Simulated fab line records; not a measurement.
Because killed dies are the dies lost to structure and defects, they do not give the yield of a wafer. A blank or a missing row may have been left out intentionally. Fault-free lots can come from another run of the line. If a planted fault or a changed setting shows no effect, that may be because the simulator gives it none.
3 desks looking at one fault	flow n5Finfet	what lay behind the numbers comes last; until then each desk has only its own

== FROM THE METROLOGY DESK ==
What the gauges read for every lot (on any tool): the sampled wafers with a number, averaged. If a lot's mean is further than 4 standard deviations from the usual mean, the lot is out of limits and carries the mark OUT (the distance appears in the brackets). Of its 14 readings 7 are shown: the one that was out of limits first, and those that lie furthest out on some lot.
Columns: A = DIBL_P at N5_BEOL_M4_RC_MEAS_101, usual 35.8 mV/V; B = IOFF_N_LONG at N5_BEOL_M4_RC_MEAS_101, usual 5.57e-05 nA/um; C = ION_N at N5_BEOL_M4_RC_MEAS_101, usual 672 uA/um; D = SS_P at N5_BEOL_M4_RC_MEAS_101, usual 73.2 mV/dec; E = VT_N at N5_BEOL_M4_RC_MEAS_101, usual 250 mV; F = VT_N_LONG at N5_BEOL_M4_RC_MEAS_101, usual 274.8 mV; G = VT_N_LVT at N5_BEOL_M4_RC_MEAS_101, usual 99 mV
lot	first seen here	A	B	C	D	E	F	G
L796	day 7 22:57	36.3	5.58e-05	664	73.2	252	274.7	100
L797	day 8 08:36	36.0	5.58e-05	659	73.5	253	274.8	103
L803	day 9 11:01	35.4	5.64e-05	673	72.8	249	273.9	99
L802	day 9 12:15	37.1	5.68e-05	675	73.7	248	276.2	99
L811	day 11 16:10	39.2	4.96e-05	611 (-4.7) OUT	73.4	254	280.8	102
L810	day 11 21:35	35.7	4.78e-05	604 (-5.3) OUT	72.9	257	281.3	107
L816	day 13 07:49	36.5	5.92e-05	682	73.2	246	272.5	95
L818	day 13 22:01	38.3	5.37e-05	682	74.2	249	275.9	97
L817	day 13 22:16	38.5	5.35e-05	667	73.3	251	276.5	99
This desk's result: L810, L811 out of limits, first on L811 (ION_N at N5_BEOL_M4_RC_MEAS_101), day 11 16:10. In limits: L796, L797, L803, L802, L816, L818, L817.

== DESK OF THE TOOL OWNER: rieDiel-05 ==
The tool's own readings at N5_HKMG_FIN_ETCH_35 (etches SOC in N2/H2, target depth 215.8 nm, time 243.4 s): means of the sampled wafers that have a number, for each lot that ran on this tool. If a lot's mean is further than 4 standard deviations from the usual mean, the lot is out of limits and carries the mark OUT (the distance appears in the brackets).
Columns: A = drypumpMotorCurrentA at N5_HKMG_FIN_ETCH_35, usual 5.8 A; B = oesProductAu at N5_HKMG_FIN_ETCH_35, usual 0.78 a.u.; C = rfVppV at N5_HKMG_FIN_ETCH_35, usual 141.5 V; D = showerheadPlenumPTorr at N5_HKMG_FIN_ETCH_35, usual 2.51 Torr; E = throttleValvePct at N5_HKMG_FIN_ETCH_35, usual 17.93 %
lot	first seen here	A	B	C	D	E
L797	day 4 11:55	5.8	0.78	140.7	2.50	17.95
L802	day 5 19:51	5.8	0.81	142.0	2.54	17.68
L803	day 5 21:26	6.4	0.81	141.7	2.52	17.85
L810	day 7 17:19	6.0	0.69	141.5	2.46	18.13
L811	day 7 23:28	5.9	0.73	142.6	2.54	17.91
This desk's verdict: no lot among the 5 shows anything out of limits.

== THE DEFECT DESK ==
What the inspections along the route counted, lot by lot: means of the sampled wafers that have a number. If a lot's mean is further than 4 standard deviations from the usual mean, the lot is out of limits and carries the mark OUT (the distance appears in the brackets).
Columns: A = rawDefectCount at N5_HKMG_FIN_INSPECT_61, usual 2.1
lot	first seen here	A
L796	day 4 01:25	2.0
L797	day 4 08:10	3.0
L802	day 5 16:06	1.0
L803	day 5 17:44	2.3
L810	day 7 13:43	1.7
L811	day 7 19:46	2.7
L816	day 8 23:56	3.0
L817	day 9 05:03	1.3
L818	day 9 15:13	2.0
This desk's verdict: no lot among the 9 shows anything out of limits.

== PUT TOGETHER ==
Metrology desk: alarm possible at day 11 16:10 on L810, L811.
The tool owner's desk saw nothing out of limits.
Nothing out of limits was seen by the defect desk.
The tool owner's desk has L810, L811 on record, within its limits.
The defect desk has L810, L811 on record, within its limits.
N5_HKMG_FIN_ETCH_35 was run on rieDiel-05 by each of the lots named.

== WHAT THE SIMULATOR HAD PUT IN ==
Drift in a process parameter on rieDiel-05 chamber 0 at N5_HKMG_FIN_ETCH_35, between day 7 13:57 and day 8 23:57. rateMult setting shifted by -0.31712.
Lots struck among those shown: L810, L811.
Hours from the fault's start to each desk's first reading out of limits: the metrology desk, 98.
